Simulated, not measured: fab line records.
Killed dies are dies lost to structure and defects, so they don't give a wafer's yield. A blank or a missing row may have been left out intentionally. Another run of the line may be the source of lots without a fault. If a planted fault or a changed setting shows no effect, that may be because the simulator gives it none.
fab line records	flow n5-finfet	part 1 of 2: steps 1 to 4 of 6
record lots=19	wafers=57	last-day=18
route steps=1938 shown BEOL_M10@1525 BEOL_M11@1552
lots that met no fault: taken from a fault-free run of the same line
start-h: the number of hours between the record's first day and the start of the first shown wafer of the lot	wait-h: time in hours since the lot's previous step	" unchanged from the row above	L1.1+2: one row covering several wafers at once	- no value, or no start was given	* or withheld: withheld	< > ~ a bound
route shown NAME@n: a module of which the file shows steps, and the number in the route of the first	usual: mean and standard deviation over wafers with no fault	same: alike in all rows	chamber/n: place in a boat	sites: the reading at each site	_std_site: the standard deviation of these	_edge_site: outer sites' mean less inner sites'	radius-mm: for every site, how far away it sits from the centre of the wafer	mask NAME#n: copy n	behind: tool/chamber where the wafer was last shaped	hold: reason for holding the lot/hours on hold/outcome of the hold	device: whichever transistor did not switch (one of n, p or np)	end of line: at the end of the route, the tests of the same wafers	a step given without rows: its recipe and nothing more	killed: at the first sort, the dies lost to defects and structure; wafer yield is something else	map: the dies of a wafer, with x for killed, . for not killed, _ for no die there
set.NAME: the setting that was run; set.NAME@STEP: the one run at that earlier step	model.NAME: the simulator's own value behind a step, which no gauge read
the route's steps for a sample of lots (tables are steps, rows are wafers)
services: from which hour (start-h, from the record's first day; less than 0 if before it) a tool's chamber was out of use, for how many hours, and why
## steps
# step N5_BEOL_M10_SURFACE_TREAT_76
# recipe gas=Ar	time-s=*	ion-energy-ev=*	ion-current-ma-cm2=0.5	pressure-mtorr=*	ar-flow-sccm=30
# usual throttle-valve-pct=*
# same time-s=*
lot.wafer	tool	chamber	start-h	wait-h	throttle-valve-pct
L076.2	pvd-sputter-03	-	242.25	1.5	*
L076.4	"	-	"	"	*
L076.5	"	-	"	"	*
L078.1	pvd-sputter-03	-	247.79	0.3	*
L078.2	"	-	"	"	*
L078.4	"	-	"	"	*
L075.3	pvd-sputter-02	-	247.92	0.2	*
L075.4	"	-	"	"	*
L075.6	"	-	"	"	*
L077.4	pvd-sputter-01	-	257.20	0.2	*
L077.5	"	-	"	"	*
L077.6	"	-	"	"	*
L081.2	pvd-sputter-03	-	260.03	0.2	*
L081.4	"	-	"	"	*
L081.6	"	-	"	"	*
L080.2	pvd-sputter-03	-	268.98	0.2	*
L080.5	"	-	"	"	*
L080.6	"	-	"	"	*
L079.1	pvd-sputter-03	-	279.40	0.2	*
L079.5	"	-	"	"	*
L079.6	"	-	"	"	*
L083.1	pvd-sputter-02	-	296.42	0.2	*
L083.2	"	-	"	"	*
L083.5	"	-	"	"	*
L084.1	pvd-sputter-02	-	299.68	0.2	*
L084.4	"	-	"	"	*
L084.5	"	-	"	"	*
L088.1	pvd-sputter-02	-	301.12	0.3	*
L088.2	"	-	"	"	*
L088.3	"	-	"	"	*
L085.2	pvd-sputter-03	-	305.27	0.2	*
L085.4	"	-	"	"	*
L085.5	"	-	"	"	*
L089.4	pvd-sputter-02	-	309.63	0.2	*
L089.5	"	-	"	"	*
L089.6	"	-	"	"	*
L090.2	pvd-sputter-02	-	321.58	0.2	*
L090.3	"	-	"	"	*
L090.6	"	-	"	"	*
L092.1	pvd-sputter-01	-	345.60	0.4	*
L092.4	"	-	"	"	*
L092.5	"	-	"	"	*
L093.2	pvd-sputter-03	-	355.74	0.2	*
L093.3	"	-	"	"	*
L093.6	"	-	"	"	*
L097.2	pvd-sputter-02	-	365.98	0.3	*
L097.3	"	-	"	"	*
L097.5	"	-	"	"	*
L096.1	pvd-sputter-03	-	376.24	0.2	*
L096.3	"	-	"	"	*
L096.6	"	-	"	"	*
L094.1	pvd-sputter-01	-	377.96	1.4	*
L094.4	"	-	"	"	*
L094.5	"	-	"	"	*
L095.1	pvd-sputter-03	-	394.63	1.7	*
L095.3	"	-	"	"	*
L095.5	"	-	"	"	*
# step N5_BEOL_M11_DESCUM_16
# recipe chemistry=O2	time-s=7.9	source-power-w=50	bias-power-w=20	pressure-mtorr=20	rf-frequency-hz=2.712e+07	temp-c=40	resist=CAR-ArF	o2-flow-sccm=225
# usual drypump-motor-current-A=5.6/0.43	oes-product-au=0.78/0.097	rf-vpp-V=243.1/1.3	showerhead-plenum-p-Torr=2.08/0.055	throttle-valve-pct=20.39/0.27
# same time-s=7.9
lot.wafer	tool	chamber	start-h	wait-h	drypump-motor-current-A	oes-product-au	rf-hours-counter-h	rf-vpp-V	showerhead-plenum-p-Torr	throttle-valve-pct
L076.2	rie-diel-04	3	247.37	0.0	5.2	0.68	218	243.6	2.16	20.62
L076.4	"	1	"	"	5.8	0.67	226	242.9	2.10	21.08
L076.5	"	1	"	"	5.8	0.67	-	241.7	2.09	21.09
L075.3	rie-diel-02	2	251.22	0.0	5.4	0.72	183	244.7	2.15	20.18
L075.4	"	2	"	"	5.4	0.72	-	243.6	2.15	20.17
L075.6	"	0	"	"	5.5	0.79	-	240.4	2.02	20.39
L078.1	rie-diel-04	0	251.43	0.1	6.0	0.70	234	243.3	2.15	20.66
L078.2	"	2	"	"	5.6	0.80	101	244.0	2.18	20.22
L078.4	"	1	"	"	5.8	0.68	227	243.2	2.09	21.10
L077.4	rie-diel-04	1	260.29	0.1	5.8	0.68	230	242.9	2.09	21.09
L077.5	"	3	"	"	5.2	0.68	-	243.5	2.16	20.63
L077.6	"	0	"	"	6.0	0.70	-	245.1	2.15	20.67
L081.2	rie-diel-03	1	265.76	0.0	4.9	0.88	38	241.5	2.03	20.47
L081.4	"	0	"	"	5.6	0.87	32	242.8	2.03	19.98
L081.6	"	2	"	"	5.6	0.82	-	242.2	2.09	20.05
L080.2	rie-diel-04	1	274.97	0.0	5.8	0.67	233	243.5	2.09	21.10
L080.5	"	1	"	"	5.8	0.68	-	242.8	2.09	21.11
L080.6	"	2	"	"	5.6	0.80	-	244.1	2.17	20.24
L079.1	rie-diel-02	2	282.78	0.0	5.4	0.71	194	245.0	2.15	20.18
L079.5	"	3	"	"	5.1	1.00	-	242.3	2.04	20.11
L079.6	"	2	"	"	5.4	0.71	-	245.1	2.15	20.18
L083.1	rie-diel-03	0	300.07	0.2	5.6	0.86	44	242.0	2.03	20.02
L083.2	"	3	"	"	6.0	0.75	182	243.9	2.08	20.56
L083.5	"	2	"	"	5.6	0.82	-	243.6	2.08	20.07
L084.1	rie-diel-03	3	302.63	0.1	6.0	0.75	182	243.5	2.08	20.57
L084.4	"	1	"	"	4.9	0.87	49	242.6	2.03	20.48
L084.5	"	0	"	"	5.6	0.86	-	242.4	2.03	20.02
L088.1	rie-diel-04	3	306.10	0.0	5.2	0.67	236	245.0	2.15	20.65
L088.2	"	2	"	"	5.6	0.78	118	245.0	2.17	20.25
L088.3	"	1	"	"	5.8	0.66	244	244.0	2.09	21.13
L085.2	rie-diel-02	3	309.13	0.0	5.1	0.96	12	242.0	2.04	20.11
L085.4	"	2	"	"	5.4	0.70	203	244.4	2.15	20.20
L085.5	"	3	"	"	5.1	0.95	-	242.8	2.04	20.11
L089.4	rie-diel-02	2	316.00	0.1	5.4	0.70	205	245.1	2.15	20.18
L089.5	"	0	"	"	5.5	0.77	-	240.1	2.01	20.45
L089.6	"	3	"	"	5.0	0.95	-	242.9	2.04	20.13
L090.2	rie-diel-02	2	325.36	0.0	5.4	0.69	207	243.3	2.15	20.20
L090.3	"	1	"	"	6.5	0.67	242	241.0	2.05	20.46
L090.6	"	0	"	"	5.5	0.76	-	243.0	2.01	20.44
L092.1	rie-diel-04	0	351.05	0.1	6.0	0.95	9	243.6	2.14	20.38
L092.4	"	2	"	"	5.6	0.76	-	245.3	2.16	20.27
L092.5	"	0	"	"	6.0	0.95	-	242.7	2.14	20.39
L093.2	rie-diel-04	0	359.61	0.0	6.0	0.94	12	244.0	2.14	20.38
L093.3	"	1	"	"	5.7	1.01	2	241.6	2.08	20.67
L093.6	"	1	"	"	5.7	1.01	-	243.6	2.08	20.67
L097.2	rie-diel-02	0	369.85	0.0	5.5	0.75	156	241.9	2.01	20.45
L097.3	"	2	"	"	5.4	0.69	225	243.3	2.14	20.22
L097.5	"	0	"	"	5.5	0.76	-	241.5	2.01	20.44
L096.1	rie-diel-02	2	380.14	0.0	5.4	0.68	228	244.8	2.14	20.22
L096.3	"	0	"	"	5.5	0.75	160	241.8	2.01	20.47
L096.6	"	0	"	"	5.5	0.75	-	240.8	2.01	20.45
L094.1	rie-diel-03	3	381.13	0.0	6.0	0.74	204	243.4	2.07	20.59
L094.4	"	1	"	"	4.9	0.84	-	243.1	2.02	20.52
L094.5	"	2	"	"	5.6	0.79	-	243.6	2.08	20.12
L095.1	rie-diel-02	3	399.47	0.0	5.0	0.89	46	241.9	2.02	20.16
L095.3	"	1	"	"	6.5	0.94	5	241.9	2.05	20.14
L095.5	"	1	"	"	6.5	0.95	-	241.6	2.05	20.14
# step N5_BEOL_M11_ETCH_65
# recipe chemistry=CF4	target=SiARC	target-depth-a=390	mask-material=CAR-ArF	time-s=65	ion-energy-ev=80	pressure-mtorr=40	source-w=545	bias-w=36	Ar_flow_sccm=100	cf4-flow-sccm=100	ends=cleared
# usual drypump-motor-current-A=5.6/0.4	etch-rf-on-time-s=65.4/1.6	mfc-ar-sccm=100.01/0.29	oes-product-au=0.67/0.079	rf-vpp-V=184.0/1	showerhead-plenum-p-Torr=2.15/0.062	throttle-valve-pct=15.63/0.23
lot.wafer	tool	chamber	start-h	wait-h	drypump-motor-current-A	etch-rf-on-time-s	mfc-ar-sccm	oes-product-au	rf-hours-counter-h	rf-vpp-V	showerhead-plenum-p-Torr	throttle-valve-pct
L076.2	rie-diel-03	2	250.28	0.0	5.6	66.0	99.87	0.70	98	184.5	2.17	15.56
L076.4	"	3	"	"	6.0	65.6	100.03	0.65	165	184.0	2.15	15.84
L076.5	"	0	"	"	5.6	64.6	99.88	0.77	-	184.5	2.08	15.16
L078.1	rie-diel-02	0	255.59	0.0	5.5	65.8	99.89	0.67	121	184.6	2.06	15.44
L078.2	"	1	"	"	6.5	63.9	99.76	0.61	218	185.5	2.12	15.69
L078.4	"	1	"	"	6.5	63.1	100.48	0.62	-	184.6	2.12	15.68
L075.3	rie-diel-03	2	255.75	0.0	5.7	66.3	100.15	0.69	99	184.3	2.17	15.55
L075.4	"	0	"	"	5.6	64.9	99.89	0.77	29	184.0	2.08	15.15
L075.6	"	0	"	"	5.6	64.9	100.24	0.77	-	183.2	2.08	15.15
L077.4	rie-diel-04	0	264.63	0.0	6.1	70.1	100.19	0.57	238	183.7	2.21	15.98
L077.5	"	2	"	"	5.6	62.6	100.27	0.69	-	183.9	2.25	15.57
L077.6	"	1	"	"	5.8	67.6	99.55	0.57	-	183.9	2.12	16.07
L081.2	rie-diel-02	1	266.75	0.0	6.5	64.8	100.08	0.60	222	182.8	2.12	15.69
L081.4	"	1	"	"	6.5	64.9	99.81	0.61	-	182.0	2.12	15.69
L081.6	"	0	"	"	5.5	66.1	100.43	0.66	-	182.4	2.06	15.45
L080.2	rie-diel-03	0	276.33	0.0	5.6	64.5	100.06	0.76	35	184.7	2.08	15.14
L080.5	"	3	"	"	6.0	65.8	99.79	0.65	-	183.7	2.15	15.85
L080.6	"	0	"	"	5.6	64.5	99.72	0.76	-	182.6	2.08	15.17
L079.1	rie-diel-02	0	284.39	0.0	5.5	65.9	100.22	0.67	132	183.3	2.06	15.45
L079.5	"	2	"	"	5.4	65.7	100.13	0.61	-	184.7	2.21	15.51
L079.6	"	1	"	"	6.5	64.4	99.85	0.61	-	184.6	2.12	15.71
L083.1	rie-diel-02	1	301.06	0.0	6.5	65.9	99.91	0.59	234	182.9	2.12	15.72
L083.2	"	0	"	"	5.5	65.7	99.60	0.65	138	183.4	2.06	15.48
L083.5	"	1	"	"	6.5	65.8	99.80	0.60	-	183.9	2.11	15.73
L084.1	rie-diel-02	0	304.74	0.0	5.5	65.7	99.53	0.66	138	182.2	2.06	15.46
L084.4	"	2	"	"	5.4	67.7	99.84	0.60	201	184.2	2.21	15.51
L084.5	"	2	"	"	5.4	67.0	99.78	0.60	-	185.6	2.21	15.50
L088.1	rie-diel-04	1	308.38	0.0	5.7	67.2	99.67	0.57	245	184.1	2.12	16.09
L088.2	"	2	"	"	5.6	63.0	100.20	0.68	119	185.6	2.25	15.61
L088.3	"	3	"	"	5.2	65.1	100.36	0.58	237	182.8	2.22	15.89
L085.2	rie-diel-03	0	311.42	0.0	5.6	65.5	99.85	0.75	46	184.1	2.07	15.19
L085.4	"	1	"	"	4.9	65.5	99.93	0.73	51	184.2	2.10	15.70
L085.5	"	2	"	"	5.6	66.2	99.89	0.67	-	182.1	2.17	15.58
L089.4	rie-diel-03	3	320.35	0.0	6.0	66.5	100.67	0.63	187	183.9	2.14	15.88
L089.5	"	3	"	"	6.0	66.0	100.36	0.63	-	182.2	2.14	15.88
L089.6	"	2	"	"	5.6	65.9	100.26	0.67	-	183.8	2.17	15.59
L090.2	rie-diel-04	1	327.43	0.0	5.8	68.0	100.36	0.56	253	182.9	2.12	16.11
L090.3	"	2	"	"	5.6	64.3	100.20	0.67	127	186.0	2.25	15.62
L090.6	"	3	"	"	5.2	64.8	100.01	0.58	-	184.1	2.21	15.90
L092.1	rie-diel-04	0	353.87	0.0	6.0	66.2	99.80	0.79	10	184.3	2.20	15.54
L092.4	"	1	"	"	5.7	64.4	100.34	0.87	-	183.4	2.12	15.58
L092.5	"	2	"	"	5.6	62.7	100.17	0.67	-	183.8	2.24	15.63
L093.2	rie-diel-02	3	364.58	0.0	5.1	63.0	100.18	0.77	33	183.5	2.11	15.54
L093.3	"	0	"	"	5.6	66.1	99.64	0.64	153	183.3	2.05	15.49
L093.6	"	0	"	"	5.5	66.3	100.05	0.64	-	182.6	2.05	15.50
L097.2	rie-diel-02	3	372.66	0.0	5.1	63.0	100.25	0.78	36	183.9	2.11	15.55
L097.3	"	2	"	"	5.4	67.4	99.98	0.59	225	183.0	2.20	15.55
L097.5	"	3	"	"	5.1	63.2	100.52	0.77	-	184.1	2.11	15.54
L094.1	rie-diel-02	0	382.88	0.0	5.5	65.8	99.69	0.64	161	182.0	2.05	15.52
L094.4	"	3	"	"	5.1	63.0	100.42	0.76	40	184.1	2.11	15.54
L094.5	"	0	"	"	5.6	65.7	99.85	0.64	-	181.4	2.05	15.52
L096.1	rie-diel-03	0	383.35	0.0	5.6	64.8	100.14	0.72	65	182.9	2.07	15.20
L096.3	"	3	"	"	6.0	65.7	100.01	0.63	205	184.0	2.14	15.92
L096.6	"	0	"	"	5.6	65.2	100.20	0.72	-	183.7	2.07	15.22
L095.1	rie-diel-02	2	401.73	0.0	5.4	67.1	100.04	0.58	235	185.3	2.20	15.56
L095.3	"	3	"	"	5.1	62.9	99.67	0.75	47	182.8	2.10	15.56
L095.5	"	0	"	"	5.5	66.1	100.15	0.64	-	182.8	2.05	15.51
# step N5_BEOL_M11_TRENCH_ETCH_37
# recipe chemistry=C4F6/O2	target-depth-a=1488.3	target=SiCOH_lowk	time-s=48	ion-energy-ev=250	pressure-mtorr=30	source-w=345	bias-w=185	Ar_flow_sccm=300	C4F6_flow_sccm=10	O2_flow_sccm=10
# usual drypump-motor-current-A=5.6/0.4	mfc-ar-sccm=299.9/0.86	oes-product-au=0.78/0.093	rf-vpp-V=665/18	showerhead-plenum-p-Torr=2.86/0.085	throttle-valve-pct=21.01/0.23
# same time-s=48
lot.wafer	tool	chamber	start-h	wait-h	drypump-motor-current-A	mfc-ar-sccm	oes-product-au	rf-hours-counter-h	rf-vpp-V	showerhead-plenum-p-Torr	throttle-valve-pct
L076.2	rie-diel-03	2	-	-	5.6	300.1	0.82	98	673	2.89	20.84
L076.4	"	3	"	"	6.0	300.9	0.76	166	639	2.84	21.08
L076.5	"	0	"	"	5.6	300.4	0.92	-	683	2.79	20.62
L078.1	rie-diel-02	0	-	-	5.5	299.5	0.78	121	696	2.74	20.80
L078.2	"	1	"	"	6.5	300.8	0.71	218	668	2.82	20.99
L078.4	"	1	"	"	6.5	300.6	0.71	-	668	2.82	20.99
L075.3	rie-diel-03	2	-	-	5.7	298.7	0.82	99	673	2.89	20.87
L075.4	"	0	"	"	5.6	300.0	0.90	29	683	2.79	20.61
L075.6	"	0	"	"	5.6	300.2	0.91	-	684	2.79	20.60
L077.4	rie-diel-04	0	-	-	6.0	299.8	0.67	238	642	2.91	21.09
L077.5	"	2	"	"	5.6	298.9	0.80	-	667	3.03	21.12
L077.6	"	1	"	"	5.7	300.8	0.68	-	665	2.84	21.51
L081.2	rie-diel-02	1	-	-	6.5	300.9	0.70	222	667	2.82	21.00
L081.4	"	1	"	"	6.5	300.4	0.71	-	666	2.82	21.00
L081.6	"	0	"	"	5.5	299.9	0.78	-	695	2.74	20.81
L080.2	rie-diel-03	0	-	-	5.6	300.9	0.89	36	685	2.79	20.61
L080.5	"	3	"	"	6.0	299.1	0.76	-	637	2.84	21.07
L080.6	"	0	"	"	5.6	300.0	0.89	-	684	2.79	20.60
L079.1	rie-diel-02	0	-	-	5.5	300.0	0.78	132	696	2.74	20.84
L079.5	"	2	"	"	5.4	300.1	0.72	-	678	2.94	20.80
L079.6	"	1	"	"	6.5	300.8	0.70	-	668	2.82	21.00
L083.1	rie-diel-02	1	-	-	6.5	299.0	0.69	234	668	2.82	21.02
L083.2	"	0	"	"	5.5	299.1	0.77	138	697	2.74	20.84
L083.5	"	1	"	"	6.6	299.9	0.70	-	669	2.82	21.02
L084.1	rie-diel-02	0	-	-	5.6	300.4	0.77	139	697	2.74	20.85
L084.4	"	2	"	"	5.4	299.3	0.70	201	681	2.94	20.81
L084.5	"	2	"	"	5.4	299.1	0.70	-	678	2.94	20.81
L088.1	rie-diel-04	1	-	-	5.7	298.7	0.66	245	666	2.83	21.51
L088.2	"	2	"	"	5.6	299.6	0.78	119	664	3.02	21.12
L088.3	"	3	"	"	5.2	300.3	0.67	237	657	2.96	21.28
L085.2	rie-diel-03	0	-	-	5.6	299.5	0.86	46	683	2.78	20.63
L085.4	"	1	"	"	4.9	300.2	0.86	51	663	2.78	21.07
L085.5	"	2	"	"	5.6	300.3	0.80	-	674	2.88	20.87
L089.4	rie-diel-03	3	-	-	6.0	298.5	0.74	187	636	2.83	21.11
L089.5	"	3	"	"	6.0	299.4	0.74	-	637	2.83	21.12
L089.6	"	2	"	"	5.6	298.8	0.81	-	673	2.88	20.89
L090.2	rie-diel-04	1	-	-	5.7	299.2	0.66	253	664	2.83	21.54
L090.3	"	2	"	"	5.6	299.3	0.78	128	667	3.01	21.14
L090.6	"	3	"	"	5.2	299.4	0.67	-	658	2.96	21.29
L092.1	rie-diel-04	0	-	-	6.1	299.8	0.93	10	642	2.90	20.82
L092.4	"	1	"	"	5.7	299.6	1.01	-	666	2.83	21.13
L092.5	"	2	"	"	5.6	299.7	0.77	-	666	3.01	21.17
L093.2	rie-diel-02	3	-	-	5.1	299.8	0.89	33	633	2.82	20.99
L093.3	"	0	"	"	5.5	298.1	0.76	154	696	2.73	20.86
L093.6	"	0	"	"	5.5	299.1	0.77	-	696	2.73	20.86
L097.2	rie-diel-02	3	-	-	5.1	298.8	0.90	36	633	2.82	20.99
L097.3	"	2	"	"	5.4	300.9	0.69	226	679	2.93	20.84
L097.5	"	3	"	"	5.1	298.5	0.90	-	631	2.82	20.98
L094.1	rie-diel-02	0	-	-	5.5	301.3	0.75	161	696	2.73	20.87
L094.4	"	3	"	"	5.0	299.2	0.88	40	632	2.81	21.01
L094.5	"	0	"	"	5.5	301.3	0.76	-	696	2.73	20.86
L096.1	rie-diel-03	0	-	-	5.6	299.2	0.86	65	683	2.77	20.65
L096.3	"	3	"	"	6.0	299.9	0.73	205	636	2.82	21.15
L096.6	"	0	"	"	5.6	300.9	0.86	-	684	2.77	20.67
L095.1	rie-diel-02	2	-	-	5.4	300.4	0.69	236	678	2.93	20.84
L095.3	"	3	"	"	5.1	301.5	0.89	47	633	2.81	21.01
L095.5	"	0	"	"	5.6	298.9	0.75	-	696	2.72	20.87
